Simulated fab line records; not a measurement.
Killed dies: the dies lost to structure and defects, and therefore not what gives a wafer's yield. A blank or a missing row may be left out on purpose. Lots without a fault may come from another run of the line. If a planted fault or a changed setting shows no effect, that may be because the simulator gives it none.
Matching of chambers / flow n5Finfet / N5_PMOS_HMC_CHANNEL_EPI_ETCH_32 on rieDiel-06: 4 sister chambers
The step etches BARC in N2/H2, stops on SiO2, target depth 85.8 nm, time 50.3 s. 4 wafers are shown with their chamber, then 11 later ones without.

## WAFERS, EACH WITH ITS CHAMBER
wafer=L087.5; chamber=1; drypumpMotorCurrentA (A)=6.2
wafer=L087.6; chamber=0; drypumpMotorCurrentA (A)=5.6
wafer=L091.1; chamber=2; drypumpMotorCurrentA (A)=6.1
wafer=L092.1; chamber=3; drypumpMotorCurrentA (A)=5.6

## WAFERS MISSING THEIR CHAMBER
wafer=L092.2; drypumpMotorCurrentA (A)=5.6
wafer=L092.6; drypumpMotorCurrentA (A)=6.2
wafer=L094.1; drypumpMotorCurrentA (A)=5.6
wafer=L094.5; drypumpMotorCurrentA (A)=6.2
wafer=L094.6; drypumpMotorCurrentA (A)=6.0
wafer=L096.1; drypumpMotorCurrentA (A)=6.0
wafer=L096.2; drypumpMotorCurrentA (A)=5.6
wafer=L096.5; drypumpMotorCurrentA (A)=5.6
wafer=L097.2; drypumpMotorCurrentA (A)=5.6
wafer=L097.3; drypumpMotorCurrentA (A)=5.6
wafer=L097.6; drypumpMotorCurrentA (A)=6.0

## WHICH CHAMBER EACH ONE RAN IN
wafer=L092.2; from the rows above=can't be placed: 0 or 3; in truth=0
wafer=L092.6; from the rows above=can't be placed: 1 or 2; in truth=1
wafer=L094.1; from the rows above=can't be placed: 0 or 3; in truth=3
wafer=L094.5; from the rows above=can't be placed: 1 or 2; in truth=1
wafer=L094.6; from the rows above=can't be placed: 2 or 1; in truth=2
wafer=L096.1; from the rows above=can't be placed: 2 or 1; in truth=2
wafer=L096.2; from the rows above=can't be placed: 0 or 3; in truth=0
wafer=L096.5; from the rows above=can't be placed: 0 or 3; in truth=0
wafer=L097.2; from the rows above=can't be placed: 0 or 3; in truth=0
wafer=L097.3; from the rows above=can't be placed: 0 or 3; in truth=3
wafer=L097.6; from the rows above=can't be placed: 2 or 1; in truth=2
Placed correctly: 0 of 11. From these rows, 11 cannot be placed; in 11 the true chamber is one of the candidates. Number placed wrongly: 0.
How it was worked out, from the rows above alone: a wafer's distance from a chamber is the root of the sum, over the readings, of the square of ((its reading less the chamber's mean) divided by the reading's scatter). If the next closest chamber is less than 2 further off than the closest, the wafer can't be placed; otherwise it belongs to the closest. Each chamber's mean is taken over the wafers shown for it. The scatter: root of mean squared gap, hidden wafer to nearest shown wafer, with one shown wafer a chamber.
